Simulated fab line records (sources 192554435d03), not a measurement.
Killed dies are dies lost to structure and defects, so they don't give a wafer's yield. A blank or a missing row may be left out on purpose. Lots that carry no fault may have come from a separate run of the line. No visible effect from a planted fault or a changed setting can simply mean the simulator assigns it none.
Matching of chambers    flow n5_finfet    N5_BEOL_M4_CMP_52 on cmp-01 has 4 sister chambers
The step polishes, stops on SiOC, t overpolish 6.8 s, target thk 40 nm. 8 wafers are shown with their chamber, then 9 later ones without.

## EACH WAFER AND ITS CHAMBER
wafer   chamber  motor_current_A (A)  time_to_endpoint_s (s)
L076.2  2        6.6                  63
L079.1  0        6.5                  60
L082.1  0        7.0                  65
L082.2  1        5.6                  64
L082.6  2        6.6                  63
L085.1  3        5.4                  56
L085.3  1        5.5                  58
L085.5  3        5.6                  52

## WAFERS WITHOUT THEIR CHAMBER
wafer   motor_current_A (A)  time_to_endpoint_s (s)
L093.1  5.3                  58
L093.5  6.4                  59
L093.6  5.3                  60
L094.2  5.2                  59
L094.4  6.6                  58
L094.6  5.3                  57
L097.2  5.3                  62
L097.3  7.2                  68
L097.4  5.4                  55

## THE CHAMBER EACH PASSED THROUGH
wafer   from the rows above      in truth
L093.1  can't be placed: 1 or 3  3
L093.5  can't be placed: 2 or 0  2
L093.6  can't be placed: 1 or 3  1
L094.2  can't be placed: 1 or 3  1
L094.4  can't be placed: 2 or 0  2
L094.6  can't be placed: 3 or 1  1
L097.2  can't be placed: 1 or 3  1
L097.3  can't be placed: 0 or 2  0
L097.4  can't be placed: 3 or 1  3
Correctly placed: 0 of 9. These rows do not allow placing 9 (true chamber among the candidates in 9). 0 placed wrongly.
How it was worked out, from the rows above alone: a wafer's distance from a chamber is the root of the sum, over the readings, of the square of ((its reading less the chamber's mean) divided by the reading's scatter). If the next closest chamber is less than 2 further off than the closest, the wafer can't be placed; otherwise it belongs to the closest. The mean given for a chamber averages the wafers shown for that chamber. The scatter: take each reading less its chamber's mean, square it, sum over the shown wafers, divide by the number of wafers less the number of chambers, and take the root.
